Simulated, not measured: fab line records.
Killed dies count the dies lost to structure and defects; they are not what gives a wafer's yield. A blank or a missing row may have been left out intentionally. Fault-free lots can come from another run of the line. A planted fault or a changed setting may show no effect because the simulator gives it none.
fab line records -- flow n5_finfet
record lots=24, wafers=72, last_day=17
route steps=1938 shown BEOL_M13@1704 BEOL_M14@1717
lots with no fault: from the same line, run without faults
start_h: hours from the record's opening day to when the first of the lot's shown wafers began -- wait_h: hours elapsed since this lot's preceding step -- " identical to the entry in the row above -- L1.1+2: a row that stands for several wafers -- - no value present, or no start provided -- * or withheld: withheld -- < > ~ a bound
route shown NAME@n: names a module that has steps shown in the file, with the first one's number in the route -- usual: mean/standard deviation of fault-free wafers -- same: alike in all rows -- chamber/n: place in a boat -- sites: readings site by site -- _std_site: the standard deviation of these -- _edge_site: mean of outer sites minus mean of inner sites -- radius_mm: for every site, how far away it sits from the centre of the wafer -- mask NAME#n: copy n -- behind: the last tool/chamber to shape the wafer -- hold: the reason the lot was held/the length of the hold in hours/how it ended -- device: the transistor (n, p or np) that didn't switch -- end of line: tests run on the same wafers once the route is complete -- step lacking rows: just its recipe -- killed: count of dies lost to structure and defects at first sort (not the wafer's yield) -- map: per-die view of a wafer (x killed, . not killed, _ where there is no die)
set.NAME: setting as actually run; set.NAME@STEP: the setting as run at that earlier step -- model.NAME: the simulator's own value behind a step, which no gauge read
one table for each step of the route and one row for each wafer, over a sample of lots
services: the hour from which a tool's chamber was out of use, counted from the record's first day as start_h (under 0 if before that day), plus the number of hours and why
## steps
# step N5_BEOL_M13_PRE_CLEAN_42
# recipe gas=H2/He, time_s=30, temp_c=250
# usual heater_power_w=333/48
lot.wafer,tool,chamber,start_h,wait_h,heater_power_w
L074.1,pvd_sputter-03,-,227.76,0.0,425
L074.2,pvd_sputter-03,-,227.76,0.0,335
L074.4,pvd_sputter-03,-,227.76,0.0,305
L076.1,pvd_sputter-02,-,245.06,0.0,349
L076.2,pvd_sputter-02,-,245.06,0.0,275
L076.4,pvd_sputter-02,-,245.06,0.0,287
L075.3,pvd_sputter-03,-,247.70,0.0,304
L075.4,pvd_sputter-03,-,247.70,0.0,294
L075.6,pvd_sputter-03,-,247.70,0.0,300
L077.1,pvd_sputter-02,-,255.39,0.0,349
L077.2,pvd_sputter-02,-,255.39,0.0,284
L077.5,pvd_sputter-02,-,255.39,0.0,282
L078.2,pvd_sputter-03,-,263.04,0.0,305
L078.3,pvd_sputter-03,-,263.04,0.0,302
L078.5,pvd_sputter-03,-,263.04,0.0,425
L079.1,pvd_sputter-03,-,271.52,0.0,350
L079.2,pvd_sputter-03,-,271.52,0.0,303
L079.6,pvd_sputter-03,-,271.52,0.0,298
L081.2,pvd_sputter-03,-,274.30,0.0,339
L081.3,pvd_sputter-03,-,274.30,0.0,294
L081.6,pvd_sputter-03,-,274.30,0.0,295
L080.1,pvd_sputter-02,-,274.54,0.0,289
L080.2,pvd_sputter-02,-,274.54,0.0,355
L080.4,pvd_sputter-02,-,274.54,0.0,283
L082.1,pvd_sputter-02,-,279.64,0.0,281
L082.2,pvd_sputter-02,-,279.64,0.0,350
L082.6,pvd_sputter-02,-,279.64,0.0,278
L083.1,pvd_sputter-03,-,281.16,0.0,349
L083.2,pvd_sputter-03,-,281.16,0.0,297
L083.5,pvd_sputter-03,-,281.16,0.0,305
L084.2,pvd_sputter-03,-,296.43,0.0,308
L084.4,pvd_sputter-03,-,296.43,0.0,428
L084.5,pvd_sputter-03,-,296.43,0.0,346
L085.1,pvd_sputter-03,-,296.75,0.0,291
L085.3,pvd_sputter-03,-,296.75,0.0,429
L085.5,pvd_sputter-03,-,296.75,0.0,422
L086.1,pvd_sputter-03,-,297.90,0.0,309
L086.4,pvd_sputter-03,-,297.90,0.0,346
L086.5,pvd_sputter-03,-,297.90,0.0,429
L087.1,pvd_sputter-03,-,322.50,0.0,345
L087.4,pvd_sputter-03,-,322.50,0.0,301
L087.5,pvd_sputter-03,-,322.50,0.0,294
L089.3,pvd_sputter-01,-,326.84,0.0,355
L089.4,pvd_sputter-01,-,326.84,0.0,307
L089.6,pvd_sputter-01,-,326.84,0.0,366
L088.1,pvd_sputter-01,-,327.24,0.0,348
L088.3,pvd_sputter-01,-,327.24,0.0,365
L088.6,pvd_sputter-01,-,327.24,0.0,299
L090.4,pvd_sputter-01,-,340.43,0.0,358
L090.5,pvd_sputter-01,-,340.43,0.0,299
L090.6,pvd_sputter-01,-,340.43,0.0,362
L091.2,pvd_sputter-02,-,344.08,0.0,284
L091.3,pvd_sputter-02,-,344.08,0.0,353
L091.5,pvd_sputter-02,-,344.08,0.0,284
L092.2,pvd_sputter-03,-,344.24,0.0,300
L092.4,pvd_sputter-03,-,344.24,0.0,436
L092.5,pvd_sputter-03,-,344.24,0.0,342
L093.1,pvd_sputter-03,-,354.92,0.0,293
L093.5,pvd_sputter-03,-,354.92,0.0,427
L093.6,pvd_sputter-03,-,354.92,0.0,299
L094.2,pvd_sputter-03,-,361.84,0.0,415
L094.4,pvd_sputter-03,-,361.84,0.0,298
L094.6,pvd_sputter-03,-,361.84,0.0,336
L095.1,pvd_sputter-03,-,365.23,0.0,348
L095.3,pvd_sputter-03,-,365.23,0.0,424
L095.5,pvd_sputter-03,-,365.23,0.0,434
L096.2,pvd_sputter-03,-,374.53,0.0,335
L096.4,pvd_sputter-03,-,374.53,0.0,313
L096.6,pvd_sputter-03,-,374.53,0.0,420
L097.2,pvd_sputter-01,-,378.79,0.0,342
L097.3,pvd_sputter-01,-,378.79,0.0,305
L097.4,pvd_sputter-01,-,378.79,0.0,380
# step N5_BEOL_M14_THK_MEAS_01
# recipe reads=SiO2_of_BEOL_M14_ILD_DEP_00
# usual M14_ILD_THK=1125/16
lot.wafer,tool,chamber,start_h,wait_h,M14_ILD_THK[nm]
L074.1,film_metro-01,-,229.21,0.1,1133
L074.2,film_metro-01,-,229.21,0.1,1114
L074.4,film_metro-01,-,229.21,0.1,1147
L076.1,film_metro-02,-,246.52,0.1,1111
L076.2,film_metro-02,-,246.52,0.1,1114
L076.4,film_metro-02,-,246.52,0.1,1125
L075.3,film_metro-02,-,249.15,0.1,1103
L075.4,film_metro-02,-,249.15,0.1,1119
L075.6,film_metro-02,-,249.15,0.1,1139
L077.1,film_metro-01,-,256.87,0.1,1124
L077.2,film_metro-01,-,256.87,0.1,1102
L077.5,film_metro-01,-,256.87,0.1,1127
L078.2,film_metro-01,-,264.61,0.1,1100
L078.3,film_metro-01,-,264.61,0.1,1129
L078.5,film_metro-01,-,264.61,0.1,1139
L079.1,film_metro-02,-,273.02,0.1,1121
L079.2,film_metro-02,-,273.02,0.1,1135
L079.6,film_metro-02,-,273.02,0.1,1137
L081.2,film_metro-02,-,275.75,0.1,1122
L081.3,film_metro-02,-,275.75,0.1,1115
L081.6,film_metro-02,-,275.75,0.1,1134
L080.1,film_metro-02,-,276.56,0.1,1101
L080.2,film_metro-02,-,276.56,0.1,1126
L080.4,film_metro-02,-,276.56,0.1,1136
L082.1,film_metro-02,-,281.66,0.1,1125
L082.2,film_metro-02,-,281.66,0.1,1128
L082.6,film_metro-02,-,281.66,0.1,1153
L083.1,film_metro-02,-,282.71,0.1,1116
L083.2,film_metro-02,-,282.71,0.1,1122
L083.5,film_metro-02,-,282.71,0.1,1145
L084.2,film_metro-01,-,297.94,0.1,1116
L084.4,film_metro-01,-,297.94,0.1,1144
L084.5,film_metro-01,-,297.94,0.1,1153
L085.1,film_metro-01,-,298.23,0.1,1125
L085.3,film_metro-01,-,298.23,0.1,1130
L085.5,film_metro-01,-,298.23,0.1,1131
L086.1,film_metro-02,-,299.38,0.1,1126
L086.4,film_metro-02,-,299.38,0.1,1139
L086.5,film_metro-02,-,299.38,0.1,1132
L087.1,film_metro-01,-,323.97,0.1,1107
L087.4,film_metro-01,-,323.97,0.1,1128
L087.5,film_metro-01,-,323.97,0.1,1104
L089.3,film_metro-01,-,329.21,0.1,1107
L089.4,film_metro-01,-,329.21,0.1,1121
L089.6,film_metro-01,-,329.21,0.1,1130
L088.1,film_metro-02,-,329.81,0.1,1105
L088.3,film_metro-02,-,329.81,0.1,1107
L088.6,film_metro-02,-,329.81,0.1,1117
L090.4,film_metro-01,-,342.17,0.0,1131
L090.5,film_metro-01,-,342.17,0.0,1119
L090.6,film_metro-01,-,342.17,0.0,1125
L091.2,film_metro-02,-,345.54,0.1,1125
L091.3,film_metro-02,-,345.54,0.1,1121
L091.5,film_metro-02,-,345.54,0.1,1117
L092.2,film_metro-02,-,345.82,0.1,1103
L092.4,film_metro-02,-,345.82,0.1,1126
L092.5,film_metro-02,-,345.82,0.1,1112
L093.1,film_metro-01,-,357.35,0.1,1114
L093.5,film_metro-01,-,357.35,0.1,1114
L093.6,film_metro-01,-,357.35,0.1,1121
L094.2,film_metro-02,-,363.29,0.1,1088
L094.4,film_metro-02,-,363.29,0.1,1116
L094.6,film_metro-02,-,363.29,0.1,1118
L095.1,film_metro-01,-,366.68,0.1,1131
L095.3,film_metro-01,-,366.68,0.1,1135
L095.5,film_metro-01,-,366.68,0.1,1143
L096.2,film_metro-01,-,376.02,0.1,1114
L096.4,film_metro-01,-,376.02,0.1,1119
L096.6,film_metro-01,-,376.02,0.1,1152
L097.2,film_metro-01,-,380.86,0.1,1135
L097.3,film_metro-01,-,380.86,0.1,1109
L097.4,film_metro-01,-,380.86,0.1,1148
# step N5_BEOL_M14_ETCH_59
# recipe chemistry=N2/H2, target=BARC, target_depth_a=890, overetch_a=267, time_s=67.9, ion_energy_ev=200, pressure_mtorr=30, source_w=840, bias_w=150, n2_flow_sccm=200, h2_flow_sccm=200
# usual drypump_motor_current_A=5.7/0.48, h2_flow_sccm=200.0/0.6, n2_flow_sccm=200.0/0.57, oes_product_au=0.67/0.071, rf_vpp_V=525/3.1, showerhead_plenum_p_Torr=2.59/0.11, throttle_valve_pct=17.91/0.28
lot.wafer,tool,chamber,start_h,wait_h,drypump_motor_current_A,h2_flow_sccm,n2_flow_sccm,oes_product_au,rf_hours_counter_h,rf_vpp_V,showerhead_plenum_p_Torr,throttle_valve_pct
L074.1,rie_diel-03,2,229.64,0.0,6.0,200.4,199.6,0.64,175,521,2.41,17.76
L074.2,rie_diel-03,0,229.64,0.0,6.3,199.7,200.8,0.60,208,525,2.64,18.35
L074.4,rie_diel-03,1,229.64,0.0,5.2,200.3,199.9,0.72,75,527,2.67,17.41
L076.1,rie_diel-01,0,248.23,0.0,6.5,198.9,199.3,0.68,103,525,2.57,17.76
L076.2,rie_diel-01,3,248.23,0.0,5.7,199.9,199.6,0.62,220,526,2.66,18.24
L076.4,rie_diel-01,2,248.23,0.0,5.0,200.3,200.0,0.76,43,529,2.72,18.09
L075.3,rie_diel-03,0,250.13,0.0,6.3,199.0,200.2,0.60,218,527,2.64,18.37
L075.4,rie_diel-03,3,250.13,0.0,5.6,200.1,198.8,0.57,239,527,2.60,18.31
L075.6,rie_diel-03,1,250.13,0.0,5.2,200.1,200.0,0.71,-,528,2.66,17.43
L077.1,rie_diel-01,2,257.30,0.0,5.1,200.6,200.2,0.76,47,528,2.71,18.09
L077.2,rie_diel-01,3,257.30,0.0,5.7,199.6,200.3,0.61,224,525,2.66,18.23
L077.5,rie_diel-01,3,257.30,0.0,5.7,199.5,200.0,0.61,-,526,2.66,18.23
L078.2,rie_diel-01,2,265.16,0.0,5.0,199.9,201.3,0.76,50,527,2.71,18.12
L078.3,rie_diel-01,1,265.16,0.0,5.8,199.8,199.9,0.59,237,519,2.41,18.04
L078.5,rie_diel-01,0,265.16,0.0,6.5,200.1,201.3,0.66,-,526,2.57,17.76
L079.1,rie_diel-04,2,273.45,0.0,5.1,198.6,199.7,0.68,73,529,2.66,17.57
L079.2,rie_diel-04,3,273.45,0.0,5.0,200.8,200.0,0.59,212,520,2.44,18.13
L079.6,rie_diel-04,0,273.45,0.0,5.5,199.6,200.3,0.73,-,528,2.71,17.95
L081.2,rie_diel-04,3,276.18,0.0,5.0,200.0,200.3,0.59,213,519,2.44,18.14
L081.3,rie_diel-04,0,276.18,0.0,5.6,198.9,199.4,0.72,51,527,2.71,17.97
L081.6,rie_diel-04,1,276.18,0.0,5.8,199.6,200.2,0.75,-,524,2.47,17.78
L080.1,rie_diel-03,1,277.09,0.0,5.2,200.2,200.0,0.70,96,528,2.66,17.44
L080.2,rie_diel-03,3,277.09,0.0,5.6,201.0,200.0,0.57,249,525,2.59,18.32
L080.4,rie_diel-03,0,277.09,0.0,6.3,201.0,200.1,0.59,229,527,2.63,18.39
L082.1,rie_diel-04,0,282.11,0.0,5.6,200.8,199.5,0.72,54,527,2.71,17.97
L082.2,rie_diel-04,3,282.11,0.0,5.0,199.3,199.9,0.60,215,520,2.44,18.15
L082.6,rie_diel-04,3,282.11,0.0,5.0,200.2,199.6,0.59,-,521,2.44,18.15
L083.1,rie_diel-03,0,283.28,0.0,6.2,200.6,200.1,0.58,231,527,2.63,18.38
L083.2,rie_diel-03,2,283.28,0.0,6.0,200.2,200.1,0.62,198,520,2.41,17.78
L083.5,rie_diel-03,0,283.28,0.0,6.2,199.8,200.4,0.59,-,527,2.63,18.39
L084.2,rie_diel-03,0,298.37,0.0,6.3,200.8,200.8,0.59,239,524,2.63,18.39
L084.4,rie_diel-03,1,298.37,0.0,5.3,200.7,199.5,0.69,-,527,2.65,17.46
L084.5,rie_diel-03,0,298.37,0.0,6.3,199.7,201.1,0.59,-,526,2.63,18.39
L085.1,rie_diel-03,0,298.79,0.0,6.3,199.7,199.2,0.58,239,525,2.63,18.39
L085.3,rie_diel-03,2,298.79,0.0,6.0,199.5,201.0,0.62,205,522,2.40,17.80
L085.5,rie_diel-03,1,298.79,0.0,5.2,200.0,199.9,0.69,-,527,2.65,17.48
L086.1,rie_diel-03,0,299.84,0.0,6.3,199.6,200.0,0.58,240,527,2.63,18.40
L086.4,rie_diel-03,2,299.84,0.0,6.1,199.7,200.8,0.62,206,521,2.40,17.82
L086.5,rie_diel-03,3,299.84,0.0,5.6,200.3,200.0,0.86,-,526,2.59,17.83
L087.1,rie_diel-04,3,324.52,0.0,5.0,200.7,200.8,0.59,230,521,2.43,18.17
L087.4,rie_diel-04,2,324.52,0.0,5.1,201.3,200.1,0.67,91,527,2.65,17.57
L087.5,rie_diel-04,0,324.52,0.0,5.6,200.3,200.6,0.70,-,527,2.70,18.00
L089.3,rie_diel-04,0,329.73,0.0,5.5,199.6,200.4,0.70,70,527,2.70,18.00
L089.4,rie_diel-04,2,329.73,0.0,5.1,199.7,199.5,0.67,92,527,2.65,17.59
L089.6,rie_diel-04,3,329.73,0.0,5.1,200.4,200.3,0.58,-,520,2.43,18.17
L088.1,rie_diel-03,1,330.45,0.0,5.2,199.1,200.6,0.68,118,526,2.65,17.50
L088.3,rie_diel-03,3,330.45,0.0,5.6,200.5,199.6,0.79,12,524,2.59,17.87
L088.6,rie_diel-03,3,330.45,0.0,5.6,200.5,199.5,0.80,-,526,2.59,17.85
L090.4,rie_diel-04,2,342.73,0.0,5.1,200.7,199.5,0.66,96,528,2.65,17.60
L090.5,rie_diel-04,2,342.73,0.0,5.1,199.9,199.8,0.67,-,527,2.65,17.58
L090.6,rie_diel-04,1,342.73,0.0,5.8,200.0,199.5,0.73,-,523,2.46,17.82
L091.2,rie_diel-01,2,346.10,0.0,5.1,200.2,199.7,0.73,79,528,2.70,18.15
L091.3,rie_diel-01,1,346.10,0.0,5.7,200.0,200.0,0.79,10,529,2.72,17.59
L091.5,rie_diel-01,1,346.10,0.0,5.7,200.3,200.3,0.79,-,528,2.72,17.56
L092.2,rie_diel-01,1,346.62,0.0,5.8,199.4,200.7,0.80,10,529,2.72,17.57
L092.4,rie_diel-01,0,346.62,0.0,6.5,200.2,199.8,0.64,-,524,2.56,17.80
L092.5,rie_diel-01,2,346.62,0.0,5.0,200.2,200.1,0.72,-,526,2.70,18.16
L093.1,rie_diel-01,0,357.91,0.0,6.6,200.8,199.9,0.64,145,522,2.56,17.81
L093.5,rie_diel-01,0,357.91,0.0,6.5,200.2,200.5,0.64,-,525,2.56,17.81
L093.6,rie_diel-01,1,357.91,0.0,5.7,200.5,199.2,0.78,-,530,2.72,17.59
L094.2,rie_diel-04,2,363.85,0.0,5.1,199.7,201.0,0.66,104,527,2.65,17.60
L094.4,rie_diel-04,1,363.85,0.0,5.9,200.4,200.2,0.72,74,520,2.46,17.83
L094.6,rie_diel-04,1,363.85,0.0,5.8,200.6,200.0,0.71,-,522,2.46,17.84
L095.1,rie_diel-03,0,367.11,0.0,6.2,199.5,199.3,0.80,6,526,2.62,18.00
L095.3,rie_diel-03,1,367.11,0.0,5.2,199.0,200.8,0.67,133,528,2.64,17.51
L095.5,rie_diel-03,3,367.11,0.0,5.6,199.7,200.1,0.76,-,526,2.58,17.88
L096.2,rie_diel-01,1,376.57,0.0,5.8,199.4,200.5,0.77,22,528,2.72,17.57
L096.4,rie_diel-01,2,376.57,0.0,5.0,200.4,200.2,0.71,91,529,2.69,18.17
L096.6,rie_diel-01,1,376.57,0.0,5.7,199.7,199.5,0.77,-,528,2.72,17.59
L097.2,rie_diel-01,2,381.29,0.0,5.1,200.3,200.3,0.71,93,527,2.69,18.19
L097.3,rie_diel-01,1,381.29,0.0,5.7,198.7,199.9,0.76,24,529,2.72,17.58
L097.4,rie_diel-01,1,381.29,0.0,5.7,199.7,198.9,0.77,-,527,2.72,17.59
# step N5_BEOL_M14_CD_MEAS_17
# recipe target_cd_nm=250, polarity=opening
# usual cd_nm=250.8/2.4
lot.wafer,tool,chamber,start_h,wait_h,cd_nm
L074.1,cd_sem-03,-,230.04,0.0,250.7
L074.2,cd_sem-03,-,230.04,0.0,251.2
L074.4,cd_sem-03,-,230.04,0.0,252.5
L076.1,cd_sem-01,-,248.63,0.0,251.5
L076.2,cd_sem-01,-,248.63,0.0,248.2
L076.4,cd_sem-01,-,248.63,0.0,250.7
L075.3,cd_sem-01,-,250.53,0.0,253.2
L075.4,cd_sem-01,-,250.53,0.0,249.5
L075.6,cd_sem-01,-,250.53,0.0,252.3
L077.1,cd_sem-03,-,257.70,0.0,251.0
L077.2,cd_sem-03,-,257.70,0.0,249.8
L077.5,cd_sem-03,-,257.70,0.0,251.6
L078.2,cd_sem-01,-,265.57,0.0,250.5
L078.3,cd_sem-01,-,265.57,0.0,253.8
L078.5,cd_sem-01,-,265.57,0.0,248.6
L079.1,cd_sem-03,-,273.85,0.0,250.7
L079.2,cd_sem-03,-,273.85,0.0,252.5
L079.6,cd_sem-03,-,273.85,0.0,255.5
L081.2,cd_sem-01,-,276.58,0.0,250.4
L081.3,cd_sem-01,-,276.58,0.0,255.3
L081.6,cd_sem-01,-,276.58,0.0,252.0
L080.1,cd_sem-01,-,277.49,0.0,252.6
L080.2,cd_sem-01,-,277.49,0.0,248.8
L080.4,cd_sem-01,-,277.49,0.0,253.0
L082.1,cd_sem-01,-,282.51,0.0,251.3
L082.2,cd_sem-01,-,282.51,0.0,252.6
L082.6,cd_sem-01,-,282.51,0.0,253.2
L083.1,cd_sem-03,-,283.71,0.0,254.9
L083.2,cd_sem-03,-,283.71,0.0,251.7
L083.5,cd_sem-03,-,283.71,0.0,252.3
L084.2,cd_sem-02,-,298.78,0.0,252.1
L084.4,cd_sem-02,-,298.78,0.0,247.5
L084.5,cd_sem-02,-,298.78,0.0,251.5
L085.1,cd_sem-01,-,299.35,0.0,249.5
L085.3,cd_sem-01,-,299.35,0.0,248.8
L085.5,cd_sem-01,-,299.35,0.0,252.2
L086.1,cd_sem-03,-,300.24,0.0,247.4
L086.4,cd_sem-03,-,300.24,0.0,251.8
L086.5,cd_sem-03,-,300.24,0.0,250.8
L087.1,cd_sem-01,-,324.92,0.0,252.8
L087.4,cd_sem-01,-,324.92,0.0,251.2
L087.5,cd_sem-01,-,324.92,0.0,250.8
L089.3,cd_sem-01,-,330.14,0.0,249.9
L089.4,cd_sem-01,-,330.14,0.0,252.7
L089.6,cd_sem-01,-,330.14,0.0,254.0
L088.1,cd_sem-02,-,330.85,0.0,253.2
L088.3,cd_sem-02,-,330.85,0.0,249.8
L088.6,cd_sem-02,-,330.85,0.0,252.7
L090.4,cd_sem-02,-,343.13,0.0,251.4
L090.5,cd_sem-02,-,343.13,0.0,249.9
L090.6,cd_sem-02,-,343.13,0.0,255.5
L091.2,cd_sem-03,-,346.50,0.0,250.2
L091.3,cd_sem-03,-,346.50,0.0,252.9
L091.5,cd_sem-03,-,346.50,0.0,251.4
L092.2,cd_sem-03,-,347.02,0.0,251.6
L092.4,cd_sem-03,-,347.02,0.0,245.7
L092.5,cd_sem-03,-,347.02,0.0,246.0
L093.1,cd_sem-02,-,358.31,0.0,246.2
L093.5,cd_sem-02,-,358.31,0.0,248.8
L093.6,cd_sem-02,-,358.31,0.0,248.3
L094.2,cd_sem-03,-,364.25,0.0,250.7
L094.4,cd_sem-03,-,364.25,0.0,251.0
L094.6,cd_sem-03,-,364.25,0.0,248.9
L095.1,cd_sem-01,-,367.51,0.0,254.7
L095.3,cd_sem-01,-,367.51,0.0,253.7
L095.5,cd_sem-01,-,367.51,0.0,252.9
L096.2,cd_sem-03,-,376.97,0.0,244.8
L096.4,cd_sem-03,-,376.97,0.0,246.0
L096.6,cd_sem-03,-,376.97,0.0,246.0
L097.2,cd_sem-01,-,381.69,0.0,250.0
L097.3,cd_sem-01,-,381.69,0.0,247.8
L097.4,cd_sem-01,-,381.69,0.0,251.4
# step N5_BEOL_M14_INSPECT_30
# recipe mode=adi, inspect_instrument=macro
# usual raw_defect_count=2.0/1.4
lot.wafer,tool,chamber,start_h,wait_h,raw_defect_count
L074.1,defect_inspect-01,-,230.42,0.0,3
L074.2,defect_inspect-01,-,230.42,0.0,2
L074.4,defect_inspect-01,-,230.42,0.0,1
L076.1,defect_inspect-01,-,249.01,0.0,2
L076.2,defect_inspect-01,-,249.01,0.0,2
L076.4,defect_inspect-01,-,249.01,0.0,2
L075.3,defect_inspect-02,-,251.04,0.0,2
L075.4,defect_inspect-02,-,251.04,0.0,2
L075.6,defect_inspect-02,-,251.04,0.0,2
L077.1,defect_inspect-02,-,258.21,0.0,1
L077.2,defect_inspect-02,-,258.21,0.0,4
L077.5,defect_inspect-02,-,258.21,0.0,2
L078.2,defect_inspect-01,-,266.07,0.0,3
L078.3,defect_inspect-01,-,266.07,0.0,2
L078.5,defect_inspect-01,-,266.07,0.0,3
L079.1,defect_inspect-01,-,274.23,0.0,2
L079.2,defect_inspect-01,-,274.23,0.0,2
L079.6,defect_inspect-01,-,274.23,0.0,0
L081.2,defect_inspect-02,-,276.96,0.0,0
L081.3,defect_inspect-02,-,276.96,0.0,2
L081.6,defect_inspect-02,-,276.96,0.0,4
L080.1,defect_inspect-01,-,277.87,0.0,1
L080.2,defect_inspect-01,-,277.87,0.0,1
L080.4,defect_inspect-01,-,277.87,0.0,0
L082.1,defect_inspect-01,-,283.01,0.0,1
L082.2,defect_inspect-01,-,283.01,0.0,1
L082.6,defect_inspect-01,-,283.01,0.0,0
L083.1,defect_inspect-01,-,284.09,0.0,2
L083.2,defect_inspect-01,-,284.09,0.0,4
L083.5,defect_inspect-01,-,284.09,0.0,1
L084.2,defect_inspect-02,-,299.16,0.0,1
L084.4,defect_inspect-02,-,299.16,0.0,2
L084.5,defect_inspect-02,-,299.16,0.0,2
L085.1,defect_inspect-02,-,299.73,0.0,1
L085.3,defect_inspect-02,-,299.73,0.0,9
L085.5,defect_inspect-02,-,299.73,0.0,5
L086.1,defect_inspect-01,-,300.74,0.0,2
L086.4,defect_inspect-01,-,300.74,0.0,5
L086.5,defect_inspect-01,-,300.74,0.0,3
L087.1,defect_inspect-02,-,325.30,0.0,1
L087.4,defect_inspect-02,-,325.30,0.0,3
L087.5,defect_inspect-02,-,325.30,0.0,3
L089.3,defect_inspect-02,-,330.52,0.0,1
L089.4,defect_inspect-02,-,330.52,0.0,2
L089.6,defect_inspect-02,-,330.52,0.0,2
L088.1,defect_inspect-02,-,331.36,0.0,3
L088.3,defect_inspect-02,-,331.36,0.0,2
L088.6,defect_inspect-02,-,331.36,0.0,0
L090.4,defect_inspect-02,-,343.63,0.0,1
L090.5,defect_inspect-02,-,343.63,0.0,1
L090.6,defect_inspect-02,-,343.63,0.0,1
L091.2,defect_inspect-01,-,347.02,0.0,3
L091.3,defect_inspect-01,-,347.02,0.0,3
L091.5,defect_inspect-01,-,347.02,0.0,2
L092.2,defect_inspect-02,-,347.53,0.0,4
L092.4,defect_inspect-02,-,347.53,0.0,0
L092.5,defect_inspect-02,-,347.53,0.0,2
L093.1,defect_inspect-01,-,358.69,0.0,2
L093.5,defect_inspect-01,-,358.69,0.0,3
L093.6,defect_inspect-01,-,358.69,0.0,3
L094.2,defect_inspect-01,-,364.63,0.0,5
L094.4,defect_inspect-01,-,364.63,0.0,2
L094.6,defect_inspect-01,-,364.63,0.0,1
L095.1,defect_inspect-02,-,368.01,0.0,2
L095.3,defect_inspect-02,-,368.01,0.0,1
L095.5,defect_inspect-02,-,368.01,0.0,0
L096.2,defect_inspect-02,-,377.35,0.0,1
L096.4,defect_inspect-02,-,377.35,0.0,2
L096.6,defect_inspect-02,-,377.35,0.0,2
L097.2,defect_inspect-02,-,382.07,0.0,3
L097.3,defect_inspect-02,-,382.07,0.0,5
L097.4,defect_inspect-02,-,382.07,0.0,4
# step N5_BEOL_M14_INSPECT_55
# recipe inspect_instrument=darkfield, mode=post_dep
# usual raw_defect_count=64/25
lot.wafer,tool,chamber,start_h,wait_h,raw_defect_count
L074.1,defect_inspect-01,-,233.24,0.0,31
L074.2,defect_inspect-01,-,233.24,0.0,75
L074.4,defect_inspect-01,-,233.24,0.0,40
L076.1,defect_inspect-01,-,252.10,0.0,77
L076.2,defect_inspect-01,-,252.10,0.0,98
L076.4,defect_inspect-01,-,252.10,0.0,158
L075.3,defect_inspect-02,-,256.25,0.0,81
L075.4,defect_inspect-02,-,256.25,0.0,117
L075.6,defect_inspect-02,-,256.25,0.0,84
L077.1,defect_inspect-01,-,263.57,0.0,63
L077.2,defect_inspect-01,-,263.57,0.0,65
L077.5,defect_inspect-01,-,263.57,0.0,83
L078.2,defect_inspect-02,-,275.80,0.0,61
L078.3,defect_inspect-02,-,275.80,0.0,68
L078.5,defect_inspect-02,-,275.80,0.0,63
L079.1,defect_inspect-01,-,278.52,0.0,26
L079.2,defect_inspect-01,-,278.52,0.0,50
L079.6,defect_inspect-01,-,278.52,0.0,82
L081.2,defect_inspect-01,-,280.41,0.0,85
L081.3,defect_inspect-01,-,280.41,0.0,95
L081.6,defect_inspect-01,-,280.41,0.0,139
L080.1,defect_inspect-01,-,281.99,0.0,25
L080.2,defect_inspect-01,-,281.99,0.0,33
L080.4,defect_inspect-01,-,281.99,0.0,42
L082.1,defect_inspect-01,-,286.25,0.0,68
L082.2,defect_inspect-01,-,286.25,0.0,69
L082.6,defect_inspect-01,-,286.25,0.0,127
L083.1,defect_inspect-01,-,290.07,0.0,64
L083.2,defect_inspect-01,-,290.07,0.0,43
L083.5,defect_inspect-01,-,290.07,0.0,83
L084.2,defect_inspect-02,-,301.70,0.0,49
L084.4,defect_inspect-02,-,301.70,0.0,65
L084.5,defect_inspect-02,-,301.70,0.0,79
L085.1,defect_inspect-01,-,307.47,0.0,70
L085.3,defect_inspect-01,-,307.47,0.0,49
L085.5,defect_inspect-01,-,307.47,0.0,60
L086.1,defect_inspect-02,-,307.79,0.0,33
L086.4,defect_inspect-02,-,307.79,0.0,67
L086.5,defect_inspect-02,-,307.79,0.0,59
L087.1,defect_inspect-01,-,328.71,0.0,61
L087.4,defect_inspect-01,-,328.71,0.0,40
L087.5,defect_inspect-01,-,328.71,0.0,49
L088.1,defect_inspect-02,-,341.12,0.0,32
L088.3,defect_inspect-02,-,341.12,0.0,54
L088.6,defect_inspect-02,-,341.12,0.0,53
L089.3,defect_inspect-01,-,341.39,0.0,41
L089.4,defect_inspect-01,-,341.39,0.0,49
L089.6,defect_inspect-01,-,341.39,0.0,72
L090.4,defect_inspect-01,-,348.21,0.0,51
L090.5,defect_inspect-01,-,348.21,0.0,38
L090.6,defect_inspect-01,-,348.21,0.0,58
L091.2,defect_inspect-01,-,351.19,0.0,44
L091.3,defect_inspect-01,-,351.19,0.0,37
L091.5,defect_inspect-01,-,351.19,0.0,68
L092.2,defect_inspect-01,-,351.47,0.0,46
L092.4,defect_inspect-01,-,351.47,0.0,52
L092.5,defect_inspect-01,-,351.47,0.0,31
L093.1,defect_inspect-01,-,362.58,0.0,48
L093.5,defect_inspect-01,-,362.58,0.0,57
L093.6,defect_inspect-01,-,362.58,0.0,59
L094.2,defect_inspect-02,-,368.44,0.0,77
L094.4,defect_inspect-02,-,368.44,0.0,108
L094.6,defect_inspect-02,-,368.44,0.0,116
L095.1,defect_inspect-02,-,372.46,0.0,99
L095.3,defect_inspect-02,-,372.46,0.0,54
L095.5,defect_inspect-02,-,372.46,0.0,90
L096.2,defect_inspect-01,-,381.52,0.0,72
L096.4,defect_inspect-01,-,381.52,0.0,71
L096.6,defect_inspect-01,-,381.52,0.0,59
L097.2,defect_inspect-02,-,389.95,0.0,82
L097.3,defect_inspect-02,-,389.95,0.0,67
L097.4,defect_inspect-02,-,389.95,0.0,66
## services
tool,chamber,start_h,hours,kind
rie_diel-04,1,218.01,6.0,repair
rie_diel-03,3,280.33,-,clean
rie_diel-03,3,280.33,-,consumable_replace:focus_ring
rie_diel-03,3,280.33,19.1,scheduled_down
rie_diel-03,3,280.33,19.1,vent_cycle
rie_diel-01,2,299.64,2.8,repair
rie_diel-01,1,302.48,-,clean
rie_diel-01,1,302.48,-,consumable_replace:focus_ring
rie_diel-01,1,302.48,-,consumable_replace:showerhead
rie_diel-01,1,302.48,17.3,scheduled_down
rie_diel-01,1,302.48,17.3,vent_cycle
rie_diel-01,3,329.51,-,clean
rie_diel-01,3,329.51,-,consumable_replace:focus_ring
rie_diel-01,3,329.51,22.1,scheduled_down
rie_diel-01,3,329.51,22.1,vent_cycle
rie_diel-03,0,334.66,-,clean
rie_diel-03,0,334.66,-,consumable_replace:focus_ring
rie_diel-03,0,334.66,15.4,scheduled_down
rie_diel-03,0,334.66,15.4,vent_cycle
pvd_sputter-02,-,335.77,2.8,repair
pvd_sputter-01,-,342.33,3.2,repair
pvd_sputter-02,-,362.69,0.6,repair
rie_diel-04,3,366.32,7.2,repair
rie_diel-01,3,380.66,7.1,repair
## key
fault none
